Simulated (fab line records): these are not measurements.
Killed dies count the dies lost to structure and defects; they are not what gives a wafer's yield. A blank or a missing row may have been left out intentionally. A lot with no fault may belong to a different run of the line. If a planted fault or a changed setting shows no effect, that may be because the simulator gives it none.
A struck lot beside a sound one -- flow nand harc -- 17 steps out of a route of 1302
Sound: wafers L727.3, L727.4, L727.6. Struck: wafers L738.3, L738.5. (L738.1 of the same lot was not struck and is left out.) The cause comes at the end.
Each step with rows lists, per side, the tool, then ch with its chambers, then its first start. Under that, the readings that differ: sound wafers -- struck wafers -- difference of the means -- sigmas: that difference in standard deviations of wafers without a fault.
alike: words and numbers the same on both sides, and readings whose means are apart by under 2 such deviations; not compared: readings that were withheld, readings missing a value for some wafer, numbers with overlapping values and no deviation given by the record, and bounds like >300 which may hide the same value.
The two part at a step that has a row with sigmas, a row that says differs or no value, or rows on one side only. When numbers do not overlap yet have no deviation, they are printed without sigmas and do not part them. A reading missing from all wafers of one side parts the sides only when that side holds two or more wafers.

NHARC_P_M2_INSPECT_11:
  sound on defect inspect-01, day 10 17:55; struck on defect inspect-02, day 15 00:32
reading,sound,struck,difference,sigmas
raw defect count,3 2 3,15 8,+9,+3
then, 1 step without rows for these wafers: NHARC_P_M2_DESCUM_14 (chemistry O2, time 3 s).
NHARC_P_M2_ETCH_35: etches the open film in N2/H2, target depth 40 nm, overetch 12 nm, time 43.94 s.
  sound on rie diel-11 ch 0,3, day 10 18:05; struck on rie diel-03 ch 1,3, day 15 00:41
  alike: bias w, drypump motor current A, oes product au, rf vpp V, showerhead plenum p Torr, throttle valve pct
  not compared: rf hours counter h
NHARC_P_M2_ETCH_15: etches the open film in C4F8/Ar, target depth 182.5 nm, time 91.2 s.
  sound on rie diel-11 ch 1,2,3; struck on rie diel-03 ch 1
reading,sound,struck,difference,sigmas
oes product au (a.u.),0.985 0.950 0.980,0.912 0.904,-0.064,-3
  alike: bias w, rf vpp V
  not compared: rf hours counter h
NHARC_P_M2_CD_MEAS_16:
  sound on cd sem-03, day 10 18:18; struck on cd sem-01, day 15 00:54
  alike: cd nm
then, 1 step without rows for these wafers: NHARC_P_M2_STRIP_18 (strips in N2/H2).
NHARC_P_M2_ETCH_28: etches the open film in CF4/N2, target depth 30 nm, time 72.99 s.
  sound on rie diel-03 ch 0,3; struck on rie diel-11 ch 2,3
  alike: bias w, drypump motor current A, oes product au, rf vpp V, showerhead plenum p Torr, throttle valve pct
  not compared: rf hours counter h
then, 1 step without rows for these wafers: NHARC_P_M2_STRIP_19 (strips in post etch residue remover, time 600 s).
NHARC_P_M2_DEGAS_29: time 60 s.
  sound on pvd sputter-03, day 10 19:04; struck on pvd sputter-02, day 15 01:37
  alike: heater power w
NHARC_P_M2_PRE_CLEAN_30: time 30 s.
  sound on pvd sputter-03; struck on pvd sputter-02
  alike: heater power w
then, 2 steps without rows for these wafers: NHARC_P_M2_PVD_20 (deposits TaN, target thk 5 nm, time 8.06 s); NHARC_P_M2_PVD_21 (deposits Cu, target thk 30 nm, time 20.49 s).
NHARC_P_M2_ECD_22: material Cu, target thk 400 nm.
  sound on ecd cu-02 ch 0,1, day 10 19:32; struck on ecd cu-02 ch 0,1, day 15 01:58
then, 1 step without rows for these wafers: NHARC_P_M2_ANNEAL_31 (time 90 s).
NHARC_P_M2_CMP_23: polishes, t overpolish 20 s, target thk 144.3 nm.
  sound on cmp-03 ch 1,2,3, day 10 20:13; struck on cmp-03 ch 0, day 15 02:41
reading,sound,struck,difference,sigmas
time to endpoint s (s),29 27 28,43 44,+16,+5
  alike: edge zone pressure frac, motor current A, slurry filter dp kPa
NHARC_P_M2_THK_MEAS_24: measures by xrf.
  sound on film metro-02, day 10 20:29; struck on film metro-01, day 15 03:01
  alike: thk nm
next, for these wafers, 1 step has no rows: NHARC_END_SORT_01.

WHERE THEY PART
At NHARC_P_M2_INSPECT_11 first; at NHARC_P_M2_CMP_23 last (within this record only). Later steps at which nothing parts them and some readings are alike: NHARC_P_M2_THK_MEAS_24.

WHY: whatever the simulator had introduced
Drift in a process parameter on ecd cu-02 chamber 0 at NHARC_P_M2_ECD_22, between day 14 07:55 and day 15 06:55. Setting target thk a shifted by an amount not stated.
